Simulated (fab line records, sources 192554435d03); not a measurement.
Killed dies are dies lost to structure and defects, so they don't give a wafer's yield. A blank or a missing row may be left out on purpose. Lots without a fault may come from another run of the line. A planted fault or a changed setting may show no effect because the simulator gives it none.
Chamber matching | flow n5_finfet | N5_BEOL_M4_VIA_ETCH_34 on rie_diel-04: 4 sister chambers
The step etches the open film in C4F6/O2, target depth 69.4 nm, time 65.9 s. 4 wafers are shown with their chamber, then 8 later ones without.

WAFERS WITH THEIR CHAMBER
wafer  | chamber | showerhead_plenum_p_Torr (Torr)
L085.1 | 3       | 3.00
L085.4 | 0       | 2.80
L085.5 | 2       | 2.86
L087.1 | 1       | 2.77

WAFERS WITHOUT THEIR CHAMBER
wafer  | showerhead_plenum_p_Torr (Torr)
L087.5 | 2.77
L087.6 | 2.80
L091.1 | 2.99
L091.2 | 2.77
L091.4 | 2.80
L095.1 | 2.99
L095.3 | 2.79
L095.5 | 2.99

WHICH CHAMBER EACH WENT THROUGH
wafer  | from the rows above     | in truth
L087.5 | 1                       | 1
L087.6 | 0                       | 0
L091.1 | 3                       | 3
L091.2 | 1                       | 1
L091.4 | 0                       | 0
L095.1 | 3                       | 3
L095.3 | can't be placed: 0 or 1 | 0
L095.5 | 3                       | 3
Placed correctly: 7 of 8. Can't be placed from these rows: 1 (the true chamber is among the candidates in 1). Placed wrongly: 0.
How it was worked out, from the rows above alone: a wafer's distance from a chamber is the root of the sum, over the readings, of the square of ((its reading less the chamber's mean) divided by the reading's scatter). The wafer belongs to the nearest chamber; if the next one is less than 2 further off, it can't be placed. A chamber's mean is the mean of its shown wafers. The scatter: with one shown wafer a chamber, the root of the mean of the squares of how far each hidden wafer lies from its nearest shown one.
